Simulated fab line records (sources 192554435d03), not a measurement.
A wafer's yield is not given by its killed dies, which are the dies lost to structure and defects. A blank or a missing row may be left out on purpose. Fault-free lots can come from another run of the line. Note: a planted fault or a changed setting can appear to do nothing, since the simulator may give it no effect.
Chamber matching ; flow n5 finfet ; cvd co-01 running N5_BEOL_M1_PRE_CLEAN_60: 3 sister chambers
The step time 15 s. 3 wafers are shown with their chamber, then 10 later ones without.

## EACH WAFER AND ITS CHAMBER
wafer;chamber;heater power w (W)
L083.4;1;126
L087.5;0;128
L088.4;2;51

## WAFERS MISSING THEIR CHAMBER
wafer;heater power w (W)
L088.5;128
L091.1;52
L091.2;129
L091.4;52
L092.1;125
L092.2;131
L092.3;52
L093.1;51
L093.3;126
L093.4;126

## WHICH CHAMBER EACH WENT THROUGH
wafer;from the rows above;in truth
L088.5;can't be placed: 0 or 1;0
L091.1;2;2
L091.2;can't be placed: 0 or 1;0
L091.4;2;2
L092.1;can't be placed: 1 or 0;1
L092.2;can't be placed: 0 or 1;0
L092.3;2;2
L093.1;2;2
L093.3;can't be placed: 1 or 0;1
L093.4;can't be placed: 1 or 0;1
4 of 10 placed correctly. These rows do not allow placing 6 (true chamber among the candidates in 6). Placed wrongly: 0.
How it was worked out, from the rows above alone: a wafer's distance from a chamber is the root of the sum, over the readings, of the square of ((its reading less the chamber's mean) divided by the reading's scatter). If the next closest chamber is less than 2 further off than the closest, the wafer can't be placed; otherwise it belongs to the closest. Each chamber's mean is taken over the wafers shown for it. The scatter: with one shown wafer a chamber, the root of the mean of the squares of how far each hidden wafer lies from its nearest shown one.
